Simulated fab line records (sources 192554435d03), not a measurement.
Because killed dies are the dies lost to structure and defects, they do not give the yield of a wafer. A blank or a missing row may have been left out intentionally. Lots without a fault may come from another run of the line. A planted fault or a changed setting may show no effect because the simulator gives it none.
fab line records + flow n5-finfet
record
- lots=11
- wafers=32
- last-day=17
route steps=1938 shown BEOL_M9@1404 BEOL_M10@1474 PASSIVATION@1936
lots with no fault: from the same line, run without faults
start-h: start of the lot's first displayed wafer, in hours after the record's first day + wait-h: how many hours have passed since the lot's step before this one + " same as the row above + L1.1+2: a row that stands for several wafers + - no value, or no start given + * or withheld: withheld + < > ~ a bound
route shown NAME@n: NAME is a module with steps in the file, n the number in the route of the first one + usual: average and standard deviation across the fault-free wafers + same: alike in all rows + chamber/n: place in a boat + sites: each site's reading + _std_site: how widely they spread, as a standard deviation + _edge_site: the outer-site mean with the inner-site mean subtracted + radius-mm: for every site, how far away it sits from the centre of the wafer + mask NAME#n: copy n + behind: the tool/chamber that last shaped the wafer + hold: why the lot was held/for how many hours/how that ended + device: the transistor (n, p or np) that didn't switch + end of line: at the end of the route, the tests of the same wafers + a step with no rows: only its recipe + killed: count of dies lost to structure and defects at first sort (not the wafer's yield) + map: per-die view of a wafer (x killed, . not killed, _ where there is no die)
set.NAME: the setting that was run; set.NAME@STEP: the one run at that earlier step + model.NAME: the simulator's own value behind a step, which no gauge read
one table for each step of the route and one row for each wafer, over a sample of lots
services: the hour from which a tool's chamber was out of use, counted from the record's first day as start-h (under 0 if before that day), plus the number of hours and why
## steps
# step N5_BEOL_M9_PECVD_70
# recipe
- material=SiO2
- target-thk-a=200
- temp-c=400
- precursor=TEOS/O2
- pressure-torr=5.5
- rf-w=450
- teos-flow-sccm=53.8
- gas=O2
- flow-sccm=3000
- time-s=22.7
# usual
- heater-power-w=801/110
- showerhead-plenum-p-Torr=8.76/0.064
- throttle-valve-pct=22.5/0.85
| lot.wafer | tool     | chamber | start-h | wait-h | heater-power-w | showerhead-plenum-p-Torr | throttle-valve-pct |
|-----------|----------|---------|---------|--------|----------------|--------------------------|--------------------|
| L245.1    | pecvd-03 | 0       | 204.22  | 0.0    | 543            | 8.73                     | 23.5               |
| L245.3    | "        | 2       | "       | "      | 919            | 8.86                     | 20.6               |
| L245.6    | "        | 2       | "       | "      | 891            | 8.87                     | 20.8               |
| L246.1    | pecvd-04 | 0       | 212.54  | 0.0    | 958            | 8.77                     | 23.2               |
| L246.4    | "        | 2       | "       | "      | 807            | 8.64                     | 23.1               |
| L246.5    | "        | 0       | "       | "      | 938            | 8.76                     | 22.9               |
| L248.1    | pecvd-03 | 1       | 236.17  | 0.0    | 660            | 8.78                     | 22.6               |
| L248.2    | "        | 2       | "       | "      | 885            | 8.86                     | 20.6               |
| L248.4    | "        | 1       | "       | "      | 656            | 8.78                     | 22.4               |
| L249.1    | pecvd-04 | 2       | 243.60  | 0.0    | 856            | 8.67                     | 23.3               |
| L249.2    | "        | 1       | "       | "      | 762            | 8.73                     | 21.9               |
| L249.6    | "        | 0       | "       | "      | 948            | 8.77                     | 22.9               |
| L252.1    | pecvd-04 | 1       | 252.57  | 0.0    | 718            | 8.73                     | 21.7               |
| L252.3    | "        | 0       | "       | "      | 823            | 8.76                     | 22.8               |
| L252.6    | "        | 0       | "       | "      | 837            | 8.77                     | 23.1               |
| L255.1    | pecvd-02 | 1       | 269.12  | 0.0    | 933            | 8.87                     | 22.8               |
| L255.2    | "        | 0       | "       | "      | 662            | 8.79                     | 22.6               |
| L255.5    | "        | 0       | "       | "      | 670            | 8.82                     | 22.8               |
| L256.2    | pecvd-04 | 0       | 270.51  | 0.0    | 825            | 8.78                     | 22.9               |
| L256.5    | "        | 0       | "       | "      | 833            | 8.76                     | 22.7               |
| L256.6    | "        | 2       | "       | "      | 869            | 8.66                     | 23.2               |
| L257.1    | pecvd-04 | 2       | 286.77  | 0.0    | 906            | 8.64                     | 23.0               |
| L257.2    | "        | 0       | "       | "      | 805            | 8.76                     | 23.1               |
| L257.5    | "        | 0       | "       | "      | 785            | 8.77                     | 23.2               |
| L260.2    | pecvd-03 | 0       | 293.89  | 0.0    | 575            | 8.71                     | 23.9               |
| L260.4    | "        | 0       | "       | "      | 581            | 8.77                     | 23.9               |
| L260.6    | "        | 2       | "       | "      | 846            | 8.86                     | 20.8               |
| L259.1    | pecvd-04 | 0       | 296.20  | 0.0    | 957            | 8.76                     | 23.0               |
| L259.6    | "        | 1       | "       | "      | 696            | 8.71                     | 22.0               |
| L267.1    | pecvd-02 | 1       | 357.08  | 0.0    | 934            | 8.84                     | 22.9               |
| L267.4    | "        | 0       | "       | "      | 677            | 8.83                     | 22.8               |
| L267.5    | "        | 1       | "       | "      | 926            | 8.85                     | 22.8               |
# step N5_BEOL_M9_CMP_52
# recipe
- stop-on=SiCOH_lowk
- t-overpolish-s=7
- down-force-psi=1
- platen-rpm=50
- clearing-platen-down-force-psi=1.5
- clearing-platen-rpm=50
- post-cmp-clean=cu-alkaline
- target-thk-nm=140
- clearing-platen-pad-velocity-m-s=0.99484
- pad-velocity-m-s=0.99484
# usual
- barrier-field-endpoint-s=29.2/0.78
- clearing-platen-down-force-psi=1.4997/0.0029
- motor-current-A=6.1/0.77
- retaining-ring-pressure-frac=1.000/0.0052
| lot.wafer | tool   | chamber | start-h | wait-h | barrier-field-endpoint-s | clearing-platen-down-force-psi | motor-current-A | retaining-ring-pressure-frac |
|-----------|--------|---------|---------|--------|--------------------------|--------------------------------|-----------------|------------------------------|
| L245.1    | cmp-04 | 0       | 209.60  | 0.3    | 28.3                     | 1.4966                         | 5.1             | 1.000                        |
| L245.3    | "      | 1       | "       | "      | 29.0                     | 1.4947                         | 6.5             | 1.001                        |
| L245.6    | "      | 0       | "       | "      | 29.6                     | 1.4998                         | 4.8             | 0.993                        |
| L246.1    | cmp-01 | 1       | 219.77  | 0.3    | 29.8                     | 1.5020                         | 5.2             | 0.999                        |
| L246.4    | "      | 2       | "       | "      | 29.0                     | 1.4954                         | 5.8             | 1.007                        |
| L246.5    | "      | 0       | "       | "      | 30.3                     | 1.4998                         | 6.4             | 0.996                        |
| L248.2    | cmp-02 | 1       | 242.26  | 0.2    | 30.6                     | 1.5050                         | 6.1             | 1.000                        |
| L248.4    | "      | 2       | "       | "      | 30.0                     | 1.4972                         | 7.0             | 1.009                        |
| L248.1    | "      | 3       | "       | "      | 29.0                     | 1.5036                         | 6.0             | 0.999                        |
| L249.1    | cmp-02 | 3       | 250.01  | 0.3    | 28.7                     | 1.5003                         | 5.8             | 1.000                        |
| L249.2    | "      | 1       | "       | "      | 29.1                     | 1.5027                         | 6.0             | 0.987                        |
| L249.6    | "      | 3       | "       | "      | 29.7                     | 1.5001                         | 5.8             | 1.003                        |
| L252.1    | cmp-04 | 3       | 258.55  | 0.3    | 30.1                     | 1.4997                         | 4.9             | 0.999                        |
| L252.3    | "      | 0       | "       | "      | 30.0                     | 1.5003                         | 5.1             | 1.002                        |
| L252.6    | "      | 3       | "       | "      | 30.9                     | 1.5002                         | 5.0             | 1.005                        |
| L255.2    | cmp-02 | 2       | 277.14  | 0.2    | 29.1                     | 1.4993                         | 6.9             | 1.008                        |
| L255.1    | "      | 0       | "       | "      | 28.2                     | 1.4982                         | 6.5             | 1.001                        |
| L255.5    | "      | 2       | "       | "      | 29.3                     | 1.4990                         | 6.8             | 1.006                        |
| L256.2    | cmp-04 | 1       | 277.26  | 0.2    | 29.3                     | 1.4950                         | 6.5             | 1.000                        |
| L256.6    | "      | 0       | "       | "      | 29.3                     | 1.4946                         | 4.8             | 0.994                        |
| L256.5    | "      | 1       | "       | "      | 30.0                     | 1.4899                         | 6.6             | 0.996                        |
| L257.2    | cmp-02 | 3       | 293.05  | 0.2    | 30.3                     | 1.4999                         | 5.8             | 0.993                        |
| L257.1    | "      | 1       | "       | "      | 30.1                     | 1.4981                         | 5.8             | 0.996                        |
| L257.5    | "      | 3       | "       | "      | 29.3                     | 1.5025                         | 5.8             | 0.993                        |
| L260.4    | cmp-01 | 0       | 299.94  | 0.1    | 30.4                     | 1.5022                         | 6.3             | 0.998                        |
| L260.2    | "      | 2       | "       | "      | 28.2                     | 1.4999                         | 6.0             | 1.000                        |
| L260.6    | "      | 1       | "       | "      | 29.8                     | 1.4992                         | 5.3             | 1.005                        |
| L259.1    | cmp-02 | 2       | 302.40  | 0.3    | 28.8                     | 1.5033                         | 7.4             | 1.001                        |
| L259.6    | "      | 0       | "       | "      | 26.8                     | 1.4938                         | 7.1             | 0.999                        |
| L267.1    | cmp-04 | 0       | 361.52  | 0.3    | 28.7                     | 1.5002                         | 4.8             | 0.998                        |
| L267.4    | "      | 2       | "       | "      | 28.2                     | 1.5039                         | 6.5             | 1.002                        |
| L267.5    | "      | 3       | "       | "      | 29.0                     | 1.4994                         | 4.9             | 1.001                        |
# step N5_BEOL_M9_RS_MEAS_57
# recipe
- thk-meas-gauge=four-point-probe
- reads=Cu_of_BEOL_M9_ECD_50+Co_of_BEOL_M9_CVD_78+TaN_of_BEOL_M9_ALD_74
# usual
- M9_RS=0.151/0.0033
| lot.wafer | tool          | chamber | start-h | wait-h | M9_RS[ohm/sq] |
|-----------|---------------|---------|---------|--------|---------------|
| L245.1    | film-metro-01 | -       | 210.03  | 0.1    | 0.154         |
| L245.3    | "             | -       | "       | "      | 0.159         |
| L245.6    | "             | -       | "       | "      | 0.157         |
| L246.1    | film-metro-01 | -       | 220.17  | 0.1    | 0.151         |
| L246.4    | "             | -       | "       | "      | 0.151         |
| L246.5    | "             | -       | "       | "      | 0.150         |
| L248.1    | film-metro-02 | -       | 242.69  | 0.1    | 0.146         |
| L248.2    | "             | -       | "       | "      | 0.154         |
| L248.4    | "             | -       | "       | "      | 0.149         |
| L249.1    | film-metro-01 | -       | 250.43  | 0.1    | 0.149         |
| L249.2    | "             | -       | "       | "      | 0.149         |
| L249.6    | "             | -       | "       | "      | 0.149         |
| L252.1    | film-metro-01 | -       | 258.95  | 0.1    | 0.145         |
| L252.3    | "             | -       | "       | "      | 0.149         |
| L252.6    | "             | -       | "       | "      | 0.147         |
| L255.1    | film-metro-01 | -       | 277.53  | 0.1    | 0.151         |
| L255.2    | "             | -       | "       | "      | 0.148         |
| L255.5    | "             | -       | "       | "      | 0.150         |
| L256.2    | film-metro-01 | -       | 277.65  | 0.1    | 0.151         |
| L256.5    | "             | -       | "       | "      | 0.146         |
| L256.6    | "             | -       | "       | "      | 0.149         |
| L257.1    | film-metro-01 | -       | 293.44  | 0.1    | 0.153         |
| L257.2    | "             | -       | "       | "      | 0.153         |
| L257.5    | "             | -       | "       | "      | 0.148         |
| L260.2    | film-metro-01 | -       | 300.37  | 0.1    | 0.147         |
| L260.4    | "             | -       | "       | "      | 0.152         |
| L260.6    | "             | -       | "       | "      | 0.155         |
| L259.1    | film-metro-02 | -       | 302.76  | 0.1    | 0.148         |
| L259.6    | "             | -       | "       | "      | 0.151         |
| L267.1    | film-metro-01 | -       | 361.93  | 0.1    | 0.154         |
| L267.4    | "             | -       | "       | "      | 0.147         |
| L267.5    | "             | -       | "       | "      | 0.148         |
# step N5_BEOL_M9_INSPECT_58
# recipe
- inspect-instrument=darkfield
- mode=post-dep
# usual
- raw-defect-count=70/30
| lot.wafer | tool              | chamber | start-h | wait-h | raw-defect-count |
|-----------|-------------------|---------|---------|--------|------------------|
| L245.1    | defect-inspect-01 | -       | 210.06  | 0.0    | 27               |
| L245.3    | "                 | -       | "       | "      | 46               |
| L245.6    | "                 | -       | "       | "      | 56               |
| L246.1    | defect-inspect-01 | -       | 220.19  | 0.0    | 47               |
| L246.4    | "                 | -       | "       | "      | 53               |
| L246.5    | "                 | -       | "       | "      | 50               |
| L248.1    | defect-inspect-02 | -       | 242.72  | 0.0    | 72               |
| L248.2    | "                 | -       | "       | "      | 55               |
| L248.4    | "                 | -       | "       | "      | 74               |
| L249.1    | defect-inspect-02 | -       | 250.46  | 0.0    | 212              |
| L249.2    | "                 | -       | "       | "      | 122              |
| L249.6    | "                 | -       | "       | "      | 211              |
| L252.1    | defect-inspect-02 | -       | 258.97  | 0.0    | 51               |
| L252.3    | "                 | -       | "       | "      | 46               |
| L252.6    | "                 | -       | "       | "      | 70               |
| L255.1    | defect-inspect-01 | -       | 277.56  | 0.0    | 46               |
| L255.2    | "                 | -       | "       | "      | 38               |
| L255.5    | "                 | -       | "       | "      | 53               |
| L256.2    | defect-inspect-01 | -       | 277.67  | 0.0    | 156              |
| L256.5    | "                 | -       | "       | "      | 72               |
| L256.6    | "                 | -       | "       | "      | 64               |
| L257.1    | defect-inspect-02 | -       | 293.47  | 0.0    | 96               |
| L257.2    | "                 | -       | "       | "      | 118              |
| L257.5    | "                 | -       | "       | "      | 91               |
| L260.2    | defect-inspect-01 | -       | 300.40  | 0.0    | 60               |
| L260.4    | "                 | -       | "       | "      | 59               |
| L260.6    | "                 | -       | "       | "      | 118              |
| L259.1    | defect-inspect-01 | -       | 302.79  | 0.0    | 69               |
| L259.6    | "                 | -       | "       | "      | 100              |
| L267.1    | defect-inspect-01 | -       | 361.95  | 0.0    | 58               |
| L267.4    | "                 | -       | "       | "      | 63               |
| L267.5    | "                 | -       | "       | "      | 103              |
# step N5_BEOL_M10_HM_DEP_02
# recipe
- material=TiN
- target-thk-a=200
- temp-c=25
- chamber-pressure-pa=0.49996
# usual
- substrate-temp-c=25.02/0.11
- throttle-valve-pct=30.0/1.4
| lot.wafer | tool           | chamber | start-h | wait-h | substrate-temp-c | throttle-valve-pct |
|-----------|----------------|---------|---------|--------|------------------|--------------------|
| L245.1    | pvd-sputter-03 | -       | 211.60  | 0.9    | 24.78            | 28.6               |
| L245.3    | "              | -       | "       | "      | 25.13            | 28.0               |
| L245.6    | "              | -       | "       | "      | 24.82            | 28.7               |
| L246.1    | pvd-sputter-02 | -       | 222.09  | 1.2    | 25.09            | 32.5               |
| L246.4    | "              | -       | "       | "      | 24.76            | 28.5               |
| L246.5    | "              | -       | "       | "      | 25.07            | 30.8               |
| L248.1    | pvd-sputter-03 | -       | 243.44  | 0.0    | 24.93            | 28.6               |
| L248.2    | "              | -       | "       | "      | 25.02            | 31.6               |
| L248.4    | "              | -       | "       | "      | 24.96            | 27.8               |
| L249.1    | pvd-sputter-01 | -       | 253.57  | 1.9    | 24.98            | 30.1               |
| L249.2    | "              | -       | "       | "      | 25.08            | 29.7               |
| L249.6    | "              | -       | "       | "      | 25.10            | 29.4               |
| L252.1    | pvd-sputter-03 | -       | 261.99  | 2.3    | 24.99            | 30.9               |
| L252.3    | "              | -       | "       | "      | 25.11            | 28.3               |
| L252.6    | "              | -       | "       | "      | 25.17            | 28.0               |
| L255.1    | pvd-sputter-02 | -       | 279.03  | 0.8    | 25.01            | 29.1               |
| L255.2    | "              | -       | "       | "      | 25.02            | 31.3               |
| L255.5    | "              | -       | "       | "      | 24.90            | 31.2               |
| L256.2    | pvd-sputter-02 | -       | 279.45  | 1.0    | 25.22            | 32.5               |
| L256.5    | "              | -       | "       | "      | 25.16            | 28.9               |
| L256.6    | "              | -       | "       | "      | 24.99            | 32.2               |
| L257.1    | pvd-sputter-02 | -       | 294.56  | 0.4    | 25.17            | 32.5               |
| L257.2    | "              | -       | "       | "      | 25.04            | 30.9               |
| L257.5    | "              | -       | "       | "      | 25.07            | 32.5               |
| L260.2    | pvd-sputter-02 | -       | 302.20  | 1.0    | 25.01            | 32.3               |
| L260.4    | "              | -       | "       | "      | 24.93            | 28.5               |
| L260.6    | "              | -       | "       | "      | 24.93            | 28.2               |
| L259.1    | pvd-sputter-03 | -       | 304.51  | 1.0    | 24.81            | 28.4               |
| L259.6    | "              | -       | "       | "      | 25.25            | 31.6               |
| L267.1    | pvd-sputter-03 | -       | 366.03  | 3.4    | 25.04            | 28.5               |
| L267.4    | "              | -       | "       | "      | 24.98            | 31.0               |
| L267.5    | "              | -       | "       | "      | 25.06            | 31.7               |
# step N5_PASSIVATION_PROBE_49
# usual
- defect-limited-yield=90.9/1.5
- killed_at_M0_to_M3=35/10
- killed_at_M4_up=14/5.2
- killed-at-contacts=13/7.3
- killed-at-front-end=42/12
- killed-at-other=3.4/2.5
- killed-dies=108/18
- killed-on-rim=14/4.2
- killed-open=70/13
- killed-short=35/8
- sort_bin_4_leakage=0.00/0.007
- sort_bin_5_function=5.4/1
- sort_bin_6_memory=3.4/0.71
- sort-n-pass=1072/18
- sort-yield-pct=90.9/1.5
# same
- gross-dies=1180
- killed-at-back-side=0
- sort_bin_8_speed[%]=0
| lot.wafer | tool      | chamber | start-h | wait-h | defect-limited-yield[%] | killed_at_M0_to_M3 | killed_at_M4_up | killed-at-contacts | killed-at-front-end | killed-at-other | killed-dies | killed-on-rim | killed-open | killed-short | sort_bin_4_leakage[%] | sort_bin_5_function[%] | sort_bin_6_memory[%] | sort-n-pass | sort-yield-pct[%] |
|-----------|-----------|---------|---------|--------|-------------------------|--------------------|-----------------|--------------------|---------------------|-----------------|-------------|---------------|-------------|--------------|-----------------------|------------------------|----------------------|-------------|-------------------|
| L245.1    | prober-02 | -       | 273.68  | 0.0    | 93.1                    | 25                 | 12              | 11                 | 28                  | 6               | 82          | 8             | 49          | 32           | 0                     | 3.3                    | 3.3                  | 1098        | 93.1              |
| L245.3    | prober-02 | -       | 273.78  | 0.1    | 92.8                    | 18                 | 16              | 14                 | 33                  | 4               | 85          | 8             | 57          | 26           | 0                     | 4.9                    | 1.9                  | 1095        | 92.8              |
| L245.6    | prober-02 | -       | 273.93  | 0.3    | 91.5                    | 19                 | 23              | 10                 | 42                  | 6               | 100         | 10            | 70          | 24           | 0                     | 4.9                    | 3.2                  | 1080        | 91.5              |
| L256.2    | prober-02 | -       | 341.37  | 0.1    | 90.0                    | 38                 | 20              | 12                 | 43                  | 5               | 118         | 5             | 80          | 37           | 0                     | 5.6                    | 4.0                  | 1062        | 90.0              |
| L256.5    | prober-02 | -       | 341.52  | 0.2    | 91.3                    | 24                 | 12              | 5                  | 60                  | 2               | 103         | 15            | 74          | 27           | 0                     | 4.5                    | 3.7                  | 1077        | 91.3              |
| L256.6    | prober-02 | -       | 341.57  | 0.3    | 92.0                    | 29                 | 23              | 7                  | 34                  | 1               | 94          | 9             | 63          | 26           | 0                     | 5.3                    | 2.5                  | 1086        | 92.0              |
| L260.2    | prober-02 | -       | 361.47  | 0.1    | 93.1                    | 31                 | 10              | 8                  | 31                  | 1               | 81          | 13            | 61          | 20           | 0                     | 3.5                    | 3.2                  | 1099        | 93.1              |
| L260.4    | prober-02 | -       | 361.57  | 0.2    | 88.2                    | 41                 | 14              | 10                 | 68                  | 6               | 139         | 14            | 98          | 40           | 0                     | 7.0                    | 4.4                  | 1041        | 88.2              |
| L260.6    | prober-02 | -       | 361.67  | 0.3    | 90.7                    | 30                 | 16              | 18                 | 43                  | 3               | 110         | 10            | 77          | 32           | 0                     | 4.9                    | 3.7                  | 1070        | 90.7              |
# killed by level:class
L245.1 MOL_CONTACT_COAG:geometric-particle:open=7 BEOL_M3:geometric-particle:open=7 FIN_SAQP:geometric-particle:short=6 BEOL_M0_SAQP:geometric-particle:short=6 BEOL_M1:geometric-particle:open=5 STI_FIN_REVEAL:geometric-particle:open=4 ILD0:geometric-particle:open=4 MOL_CONTACT_COAG:geometric-particle:short=4
L245.3 MOL_CONTACT_COAG:geometric-particle:open=14 BEOL_M4:geometric-particle:open=13 GATE_CUT:geometric-particle:short=7 FIN_SAQP:geometric-particle:open=6 FIN_SAQP:geometric-particle:short=5 BEOL_M0_SAQP:geometric-particle:open=4 BEOL_M0_SAQP:geometric-particle:short=4 ILD0:geometric-particle:short=3
L245.6 FIN_SAQP:geometric-particle:open=17 BEOL_M4:geometric-particle:open=17 MOL_CONTACT_COAG:geometric-particle:open=6 BEOL_M0_SAQP:geometric-particle:open=5 FIN_SAQP:geometric-particle:short=4 BEOL_M3:geometric-particle:open=4 STARTING-WAFER:geometric-particle:open=4 BEOL_M0:geometric-particle:open=3
L256.2 BEOL_M4:geometric-particle:open=13 STI_FIN_REVEAL:geometric-particle:open=12 BEOL_M2:geometric-particle:open=10 BEOL_M3:geometric-particle:open=10 FIN_SAQP:geometric-particle:open=9 MOL_CONTACT_COAG:geometric-particle:open=7 BEOL_M0_SAQP:geometric-particle:short=7 MOL_CONTACT_COAG:geometric-particle:short=5
L256.5 FIN_SAQP:geometric-particle:open=14 DUMMY_GATE:geometric-particle:open=10 STI_FIN_REVEAL:geometric-particle:open=7 BEOL_M3:geometric-particle:open=7 BEOL_M4:geometric-particle:open=5 FIN_SAQP:geometric-particle:short=4 ILD0:geometric-particle:open=4 MOL_CONTACT_COAG:geometric-particle:open=4
L256.6 BEOL_M1:geometric-particle:open=8 MOL_CONTACT_COAG:geometric-particle:open=7 BEOL_M4:geometric-particle:open=7 BEOL_M3:geometric-particle:open=6 FIN_SAQP:geometric-particle:open=4 GATE_CUT:geometric-particle:short=4 BEOL_M0:geometric-particle:open=4 BEOL_M2:geometric-particle:open=4
L260.2 BEOL_M2:geometric-particle:open=15 FIN_SAQP:geometric-particle:short=6 STI_FIN_REVEAL:geometric-particle:open=6 MOL_CONTACT_COAG:geometric-particle:open=6 FIN_SAQP:geometric-particle:open=5 BEOL_M3:geometric-particle:open=5 STARTING-WAFER:geometric-particle:open=4 BEOL_M4:geometric-particle:open=4
L260.4 FIN_SAQP:geometric-particle:open=15 BEOL_M0_SAQP:geometric-particle:open=13 BEOL_M0_SAQP:geometric-particle:short=13 STI_FIN_REVEAL:geometric-particle:open=11 FIN_SAQP:geometric-particle:short=10 DUMMY_GATE:geometric-particle:open=10 MOL_CONTACT_COAG:geometric-particle:open=9 GATE_CUT:geometric-particle:short=6
L260.6 STI_FIN_REVEAL:geometric-particle:open=13 MOL_CONTACT_COAG:geometric-particle:open=13 BEOL_M0_SAQP:geometric-particle:open=10 FIN_SAQP:geometric-particle:open=9 BEOL_M4:geometric-particle:open=8 FIN_SAQP:geometric-particle:short=6 BEOL_M0_SAQP:geometric-particle:short=6 MOL_CONTACT_COAG:geometric-particle:short=5
## services
| tool           | chamber | start-h | hours | kind                           |
|----------------|---------|---------|-------|--------------------------------|
| cmp-04         | -       | 182.52  | 2.2   | repair                         |
| pecvd-02       | -       | 185.19  | 4.3   | pm                             |
| cmp-04         | -       | 190.31  | 1.1   | repair                         |
| cmp-01         | -       | 197.77  | 4.0   | pm                             |
| cmp-01         | -       | 201.77  | -     | consumable-replace:conditioner |
| pecvd-03       | -       | 212.33  | 5.2   | repair                         |
| cmp-04         | -       | 212.95  | 18.4  | pm                             |
| pecvd-04       | 1       | 222.69  | 5.5   | scheduled-down                 |
| pecvd-04       | 0       | 228.15  | 2.1   | scheduled-down                 |
| cmp-02         | -       | 251.11  | 4.0   | pm                             |
| cmp-02         | -       | 255.11  | -     | consumable-replace:conditioner |
| cmp-02         | -       | 255.11  | -     | consumable-replace:pad         |
| cmp-01         | -       | 256.07  | 10.5  | repair                         |
| cmp-04         | -       | 265.44  | 5.6   | pm                             |
| pecvd-03       | -       | 266.75  | 2.8   | pm                             |
| pvd-sputter-01 | -       | 297.03  | 20.4  | repair                         |
| pecvd-03       | 0       | 297.36  | 2.1   | scheduled-down                 |
| cmp-04         | -       | 302.21  | 1.7   | repair                         |
| cmp-02         | -       | 303.99  | 1.4   | repair                         |
| pvd-sputter-02 | -       | 335.00  | 4.1   | repair                         |
| pecvd-03       | -       | 338.04  | 0.8   | repair                         |
| cmp-02         | -       | 347.15  | 3.7   | repair                         |
| cmp-01         | -       | 358.16  | 0.3   | repair                         |
| cmp-02         | -       | 363.15  | 1.5   | repair                         |
## key
first-sign
- step=N5_BEOL_M9_CMP_52
- reading=barrier-field-endpoint-s
- direction=down
- sigmas=3.2
- usual=29.2
- struck=26.8
effect none on later readings
met-at N5_BEOL_M9_PECVD_70
struck-lots L259
struck-wafers L259.6
not-acting-at N5_BEOL_M9_RS_MEAS_57,N5_BEOL_M9_INSPECT_58,N5_BEOL_M10_HM_DEP_02
onset-between 286.77 296.20
fault
- kind=process-parameter-drift
- tool=pecvd-04
- chamber=-
- onset-h=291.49
- steps=N5_BEOL_M9_PECVD_70
- channel=time-s
- offset=*
- shape=step
- end-h=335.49
- scope=struck-wafers-only
- acts-in=*
- stated=*
